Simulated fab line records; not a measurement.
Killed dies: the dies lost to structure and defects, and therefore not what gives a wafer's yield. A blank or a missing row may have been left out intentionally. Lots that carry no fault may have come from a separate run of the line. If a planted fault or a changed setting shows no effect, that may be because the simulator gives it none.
fab line records    flow n5-finfet
record: lots: 15  wafers: 45  last-day: 17
route steps=1938 shown BEOL_M9@1414
lots with no fault: from the same line, run without faults
start-h: hours from the record's first day to the start of the lot's first wafer shown    wait-h: time in hours since the lot's previous step    " the same as in the row above    L1.1+2: several wafers, shown together as one row    - no value, or no start was given    * or withheld: withheld    < > ~ a bound
route shown NAME@n: a module of which the file shows steps, and the number in the route of the first    usual: average and standard deviation across the fault-free wafers    same: alike in all rows    chamber/n: place in a boat    sites: the reading at each site    _std_site: their standard deviation    _edge_site: outer sites' mean less inner sites'    radius-mm: for every site, how far away it sits from the centre of the wafer    mask NAME#n: copy n    behind: tool/chamber where the wafer was last shaped    hold: what put the lot on hold/how long, in hours/how the hold closed    device: whichever transistor did not switch (one of n, p or np)    end of line: the route-end tests of the same wafers    a step given without rows: its recipe and nothing more    killed: dies lost to structure and defects at the first sort, not the wafer's yield    map: per-die view of a wafer (x killed, . not killed, _ where there is no die)
set.NAME: the setting as run; set.NAME@STEP: as run at that earlier step    model.NAME: the simulator's own value behind a step, which no gauge read
steps of the route over a sample of lots; a table a step, a row a wafer
services: a tool's chamber out of use, with start hour (start-h, from the record's first day; less than 0 if before it), hours out, and reason
== steps ==
step: N5_BEOL_M9_CD_MEAS_11
recipe: target-cd-nm: 64.1  landing-energy-ev: 500  detector: se-inlens  polarity: opening
usual: cd-nm: 64.0/0.54
lot.wafer  tool       chamber  start-h  wait-h  cd-nm
L527.1     cd-sem-01  0        209.02   -       64.4
L527.4     "          0        "        "       64.5
L527.5     "          0        "        "       63.7
L529.3     cd-sem-03  0        224.49   -       63.9
L529.4     "          0        "        "       63.8
L529.6     "          0        "        "       63.3
L530.1     cd-sem-03  0        235.85   -       63.1
L530.3     "          0        "        "       63.2
L530.5     "          0        "        "       63.7
L531.1     cd-sem-01  0        242.53   -       64.5
L531.5     "          0        "        "       64.5
L531.6     "          0        "        "       64.3
L532.1     cd-sem-02  0        247.76   -       64.5
L532.4     "          0        "        "       64.6
L532.6     "          0        "        "       64.2
L534.2     cd-sem-03  0        260.91   -       64.4
L534.3     "          0        "        "       65.2
L534.6     "          0        "        "       64.2
L535.1     cd-sem-02  0        268.40   -       63.8
L535.2     "          0        "        "       63.4
L535.4     "          0        "        "       64.1
L537.2     cd-sem-01  0        275.21   -       63.8
L537.3     "          0        "        "       63.8
L537.4     "          0        "        "       63.3
L536.1     cd-sem-02  0        275.38   -       63.7
L536.2     "          0        "        "       63.9
L536.3     "          0        "        "       63.7
L543.2     cd-sem-02  0        299.11   -       63.8
L543.5     "          0        "        "       63.5
L543.6     "          0        "        "       63.7
L542.2     cd-sem-03  0        311.12   -       63.3
L542.5     "          0        "        "       64.6
L542.6     "          0        "        "       63.7
L546.1     cd-sem-03  0        337.02   -       64.0
L546.2     "          0        "        "       63.4
L546.6     "          0        "        "       63.9
L549.1     cd-sem-02  0        338.76   -       64.1
L549.2     "          0        "        "       64.0
L549.5     "          0        "        "       64.3
L547.1     cd-sem-03  0        339.49   -       63.1
L547.2     "          0        "        "       63.2
L547.4     "          0        "        "       63.7
L548.2     cd-sem-02  0        339.68   -       64.0
L548.4     "          0        "        "       63.6
L548.5     "          0        "        "       63.5
step: N5_BEOL_M9_PEB_26
recipe: peb-temp-c: 100  peb-time-s: 60  resist: CAR-EUV
usual: chill-plate-temp-C: 23.02/0.1  exhaust-pa: 45.1/0.91
lot.wafer  tool            chamber  start-h  wait-h  chill-plate-temp-C  exhaust-pa
L527.1     litho-track-01  0        210.02   0.1     23.11               44.2
L527.4     "               0        "        "       23.02               45.0
L527.5     "               0        "        "       22.95               44.1
L529.3     litho-track-03  0        226.01   0.0     23.01               45.9
L529.4     "               0        "        "       23.10               46.0
L529.6     "               0        "        "       22.88               43.8
L530.1     litho-track-05  0        236.69   0.1     22.91               44.8
L530.3     "               0        "        "       22.74               43.7
L530.5     "               0        "        "       23.02               44.4
L531.1     litho-track-01  0        246.39   0.1     22.96               45.5
L531.5     "               0        "        "       23.07               45.6
L531.6     "               0        "        "       22.95               44.4
L532.1     litho-track-01  0        248.89   0.1     22.95               46.1
L532.4     "               0        "        "       22.93               45.5
L532.6     "               0        "        "       22.89               45.5
L534.2     litho-track-01  0        262.65   0.0     23.07               45.2
L534.3     "               0        "        "       23.21               45.1
L534.6     "               0        "        "       23.16               44.8
L535.1     litho-track-01  0        270.02   0.1     23.02               46.5
L535.2     "               0        "        "       22.91               46.5
L535.4     "               0        "        "       22.78               46.9
L536.1     litho-track-05  0        277.34   0.1     23.28               44.5
L536.2     "               0        "        "       23.21               45.2
L536.3     "               0        "        "       23.25               43.6
L537.2     litho-track-03  0        277.57   0.1     22.95               45.2
L537.3     "               0        "        "       23.10               45.0
L537.4     "               0        "        "       23.07               44.4
L543.2     litho-track-03  0        301.14   0.0     23.06               46.4
L543.5     "               0        "        "       23.04               47.3
L543.6     "               0        "        "       22.98               46.3
L542.2     litho-track-01  -        314.73   0.0     -                   -
L542.5     "               -        "        "       -                   -
L542.6     "               -        "        "       -                   -
L546.1     litho-track-03  -        338.06   0.1     -                   -
L546.2     "               -        "        "       -                   -
L546.6     "               -        "        "       -                   -
L548.2     litho-track-01  -        341.85   0.0     -                   -
L548.4     "               -        "        "       -                   -
L548.5     "               -        "        "       -                   -
L549.1     litho-track-03  0        341.89   0.1     23.02               44.7
L549.2     "               0        "        "       23.09               44.7
L549.5     "               0        "        "       23.00               43.5
L547.1     litho-track-03  0        342.02   0.1     22.99               45.7
L547.2     "               0        "        "       23.10               46.1
L547.4     "               0        "        "       23.06               44.7
step: N5_BEOL_M9_ETCH_65
recipe: chemistry: CF4  target: SiARC  target-depth-a: 156  mask-material: CAR-EUV  time-s: 26  ion-energy-ev: 80  pressure-mtorr: 40  source-w: 545  bias-w: 36  Ar_flow_sccm: 100  cf4-flow-sccm: 100  ends: cleared
usual: drypump-motor-current-A: 5.7/0.39  etch-rf-on-time-s: 25.9/0.41  oes-product-au: 0.68/0.057  rf-vpp-V: 184.2/0.96  showerhead-plenum-p-Torr: 2.14/0.046  throttle-valve-pct: 15.53/0.23
lot.wafer  tool         chamber  start-h  wait-h  drypump-motor-current-A  etch-rf-on-time-s  oes-product-au  rf-hours-counter-h  rf-vpp-V  showerhead-plenum-p-Torr  throttle-valve-pct
L527.1     rie-diel-05  0        210.26   0.0     5.7                      25.9               0.59            237                 184.2     2.11                      15.98
L527.4     "            1        "        "       6.2                      25.8               0.68            106                 185.4     2.16                      15.88
L527.5     "            0        "        "       5.7                      25.9               0.59            -                   183.1     2.11                      15.98
L529.3     rie-diel-01  1        226.25   0.0     5.7                      26.1               0.70            91                  186.2     2.17                      15.53
L529.4     "            3        "        "       5.1                      25.3               0.83            11                  184.9     2.19                      15.25
L529.6     "            1        "        "       5.7                      26.0               0.70            -                   183.3     2.17                      15.55
L530.1     rie-diel-03  2        236.93   0.0     5.4                      25.6               0.63            161                 182.1     2.14                      15.62
L530.3     "            0        "        "       6.2                      26.1               0.66            139                 183.3     2.07                      15.42
L530.5     "            1        "        "       6.1                      26.1               0.63            -                   183.7     2.23                      15.60
L531.1     rie-diel-03  0        246.63   0.0     6.2                      26.3               0.66            142                 183.5     2.06                      15.42
L531.5     "            3        "        "       6.2                      26.0               0.74            -                   184.9     2.17                      15.41
L531.6     "            2        "        "       5.4                      25.7               0.63            -                   185.5     2.14                      15.62
L532.1     rie-diel-03  3        249.13   0.0     6.2                      25.8               0.74            56                  183.2     2.17                      15.38
L532.4     "            0        "        "       6.2                      25.9               0.66            -                   183.3     2.06                      15.41
L532.6     "            1        "        "       6.2                      26.4               0.62            -                   184.0     2.22                      15.63
L534.2     rie-diel-01  3        263.01   0.0     5.2                      25.3               0.80            22                  184.6     2.18                      15.29
L534.3     "            2        "        "       5.7                      25.9               0.70            81                  183.5     2.08                      15.36
L534.6     "            1        "        "       5.7                      26.3               0.69            -                   185.1     2.16                      15.57
L535.1     rie-diel-03  1        270.26   0.0     6.2                      26.5               0.62            182                 184.6     2.22                      15.64
L535.2     "            3        "        "       6.3                      26.0               0.73            65                  184.9     2.16                      15.43
L535.4     "            1        "        "       6.1                      26.4               0.61            -                   185.0     2.22                      15.65
L536.1     rie-diel-01  3        277.86   0.0     5.2                      25.1               0.80            28                  184.5     2.18                      15.29
L536.2     "            1        "        "       5.7                      25.9               0.69            105                 184.3     2.16                      15.56
L536.3     "            2        "        "       5.7                      25.6               0.69            87                  183.4     2.08                      15.38
L537.2     rie-diel-03  1        278.52   0.0     6.1                      26.7               0.60            186                 184.2     2.22                      15.64
L537.3     "            3        "        "       6.3                      26.2               0.72            69                  184.3     2.16                      15.42
L537.4     "            0        "        "       6.2                      26.4               0.65            -                   183.5     2.06                      15.44
L543.2     rie-diel-01  1        301.71   0.0     5.7                      25.9               0.68            117                 184.3     2.16                      15.59
L543.5     "            3        "        "       5.1                      25.4               0.77            -                   184.5     2.18                      15.31
L543.6     "            2        "        "       5.7                      25.9               0.68            -                   183.2     2.08                      15.40
L542.2     rie-diel-01  2        314.97   0.0     5.7                      25.9               0.68            102                 183.1     2.08                      15.41
L542.5     "            0        "        "       5.6                      25.9               0.62            -                   184.0     2.13                      15.67
L542.6     "            3        "        "       5.1                      25.2               0.77            -                   184.9     2.18                      15.33
L546.1     rie-diel-01  2        338.30   0.0     5.7                      25.9               0.67            110                 184.3     2.07                      15.42
L546.2     "            0        "        "       5.6                      25.7               0.62            188                 183.8     2.13                      15.67
L546.6     "            3        "        "       5.1                      25.3               0.77            -                   185.5     2.17                      15.34
L548.2     rie-diel-03  1        342.10   0.0     6.1                      26.5               0.59            211                 184.7     2.21                      15.70
L548.4     "            2        "        "       5.5                      25.9               0.61            188                 184.1     2.13                      15.66
L548.5     "            0        "        "       6.2                      26.3               0.63            -                   182.6     2.05                      15.49
L549.1     rie-diel-01  3        342.35   0.0     5.2                      25.7               0.76            52                  184.2     2.17                      15.33
L549.2     "            1        "        "       5.8                      26.4               0.67            128                 183.8     2.15                      15.60
L549.5     "            3        "        "       5.1                      25.6               0.76            -                   184.5     2.17                      15.34
L547.1     rie-diel-01  2        342.78   0.0     5.7                      25.9               0.67            112                 182.9     2.07                      15.43
L547.2     "            3        "        "       5.1                      25.5               0.75            52                  182.6     2.17                      15.35
L547.4     "            0        "        "       5.6                      25.8               0.62            190                 185.7     2.13                      15.69
step: N5_BEOL_M9_VIA_ETCH_34
recipe: chemistry: C4F6/O2  target: SiCOH_lowk  target-depth-a: 1824  mask-material: SOC  taper-deg: 4  time-s: 68.4  ion-energy-ev: 250  pressure-mtorr: 30  source-w: 345  bias-w: 185  Ar_flow_sccm: 300  C4F6_flow_sccm: 10  O2_flow_sccm: 10
usual: drypump-motor-current-A: 5.7/0.39  oes_ar_750_au: 0.80/0.063  oes-product-au: 0.79/0.066  rf-vpp-V: 665/6.6  showerhead-plenum-p-Torr: 2.85/0.065  throttle-valve-pct: 20.81/0.24
lot.wafer  tool         chamber  start-h  wait-h  drypump-motor-current-A  oes_ar_750_au  oes-product-au  rf-hours-counter-h  rf-vpp-V  showerhead-plenum-p-Torr  throttle-valve-pct
L527.1     rie-diel-05  0        210.39   0.0     5.7                      0.70           0.69            237                 657       2.81                      21.25
L527.4     "            1        "        "       6.2                      0.80           0.79            106                 664       2.87                      21.24
L527.5     "            0        "        "       5.7                      0.70           0.69            -                   655       2.81                      21.26
L529.3     rie-diel-01  1        226.38   0.0     5.7                      0.82           0.82            92                  677       2.88                      20.87
L529.4     "            3        "        "       5.1                      0.97           0.97            11                  665       2.91                      20.59
L529.6     "            1        "        "       5.8                      0.82           0.82            -                   678       2.88                      20.87
L530.1     rie-diel-03  2        237.06   0.0     5.4                      0.74           0.73            161                 665       2.84                      20.86
L530.3     "            0        "        "       6.2                      0.78           0.77            139                 661       2.74                      20.61
L530.5     "            1        "        "       6.2                      0.74           0.72            -                   672       2.96                      20.88
L531.1     rie-diel-03  0        246.76   0.0     6.2                      0.78           0.77            142                 661       2.74                      20.63
L531.5     "            3        "        "       6.3                      0.86           0.87            -                   664       2.89                      20.72
L531.6     "            2        "        "       5.4                      0.74           0.73            -                   664       2.84                      20.86
L532.1     rie-diel-03  3        249.26   0.0     6.2                      0.87           0.85            56                  664       2.89                      20.74
L532.4     "            0        "        "       6.2                      0.77           0.78            -                   661       2.74                      20.62
L532.6     "            1        "        "       6.1                      0.73           0.73            -                   671       2.96                      20.89
L534.2     rie-diel-01  3        263.14   0.0     5.2                      0.93           0.94            22                  666       2.90                      20.61
L534.3     "            2        "        "       5.7                      0.81           0.81            81                  671       2.76                      20.58
L534.6     "            1        "        "       5.7                      0.82           0.82            -                   678       2.87                      20.88
L535.1     rie-diel-03  1        270.39   0.0     6.1                      0.73           0.72            182                 672       2.95                      20.90
L535.2     "            3        "        "       6.2                      0.85           0.85            65                  662       2.88                      20.73
L535.4     "            1        "        "       6.1                      0.72           0.72            -                   672       2.95                      20.90
L536.1     rie-diel-01  3        277.99   0.0     5.1                      0.92           0.92            28                  665       2.90                      20.62
L536.2     "            1        "        "       5.7                      0.80           0.81            105                 678       2.87                      20.88
L536.3     "            2        "        "       5.7                      0.80           0.81            87                  669       2.76                      20.59
L537.2     rie-diel-03  1        278.64   0.0     6.1                      0.72           0.71            186                 671       2.95                      20.94
L537.3     "            3        "        "       6.3                      0.84           0.84            69                  664       2.88                      20.73
L537.4     "            0        "        "       6.2                      0.76           0.75            -                   661       2.73                      20.65
L543.2     rie-diel-01  1        301.83   0.0     5.7                      0.80           0.79            117                 676       2.87                      20.90
L543.5     "            3        "        "       5.2                      0.90           0.91            -                   666       2.89                      20.64
L543.6     "            2        "        "       5.7                      0.78           0.79            -                   669       2.75                      20.60
L542.2     rie-diel-01  2        315.09   0.0     5.7                      0.79           0.79            102                 670       2.75                      20.60
L542.5     "            0        "        "       5.6                      0.74           0.73            -                   662       2.84                      20.97
L542.6     "            3        "        "       5.1                      0.90           0.90            -                   666       2.89                      20.63
L546.1     rie-diel-01  2        338.43   0.0     5.7                      0.78           0.78            110                 670       2.75                      20.61
L546.2     "            0        "        "       5.6                      0.73           0.72            188                 660       2.83                      20.97
L546.6     "            3        "        "       5.1                      0.89           0.89            -                   664       2.89                      20.65
L548.2     rie-diel-03  1        342.23   0.0     6.2                      0.70           0.70            211                 673       2.94                      20.95
L548.4     "            2        "        "       5.5                      0.72           0.72            189                 663       2.83                      20.91
L548.5     "            0        "        "       6.2                      0.75           0.74            -                   661       2.72                      20.69
L549.1     rie-diel-01  3        342.48   0.0     5.1                      0.88           0.89            52                  665       2.89                      20.65
L549.2     "            1        "        "       5.8                      0.78           0.79            128                 677       2.86                      20.95
L549.5     "            3        "        "       5.1                      0.89           0.88            -                   667       2.89                      20.66
L547.1     rie-diel-01  2        342.91   0.0     5.7                      0.77           0.78            112                 669       2.74                      20.62
L547.2     "            3        "        "       5.1                      0.89           0.87            53                  665       2.89                      20.64
L547.4     "            0        "        "       5.6                      0.73           0.71            190                 662       2.83                      20.97
== services ==
tool            chamber  start-h  hours  kind
litho-track-03  -        200.77   -      consumable-replace:filter
litho-track-01  -        226.73   -      consumable-replace:filter
rie-diel-01     -        232.90   2.8    pm
rie-diel-03     2        248.66   32.5   repair
rie-diel-05     -        255.94   4.4    repair
rie-diel-03     3        261.12   1.6    repair
rie-diel-05     0        261.54   -      clean
rie-diel-05     0        261.54   -      consumable-replace:focus-ring
rie-diel-05     0        261.54   20.1   scheduled-down
rie-diel-05     0        261.54   20.1   vent-cycle
rie-diel-05     -        265.35   34.4   repair
== key ==
first-sign: step: N5_BEOL_M9_PEB_26  reading: tool-record  direction: missing
effect none on later readings
met-at N5_BEOL_M9_PEB_26
struck-lots L542,L546,L548
later-rows-left-out L542.2,L542.5,L542.6,L546.1,L546.2,L546.6,L548.2,L548.4,L548.5
sort-left-out L542.2,L542.5,L542.6,L546.1,L546.2,L546.6,L548.2,L548.4,L548.5
not-acting-at N5_BEOL_M9_CD_MEAS_11,N5_BEOL_M9_ETCH_65,N5_BEOL_M9_VIA_ETCH_34
onset-between 301.14 314.73
fault: kind: skipped-step-whole  tool: litho-track-01,litho-track-03  chamber: -  onset-h: 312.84  steps: N5_BEOL_M9_PEB_26  scope: struck-lots-only
sort-left-out: the simulated sort isn't trusted on such a fault, so these wafers' sort isn't shown, and their yield isn't known
later-rows-left-out: the simulator's readings of these wafers behind a module that went badly wrong aren't trusted and aren't shown, but for the sort
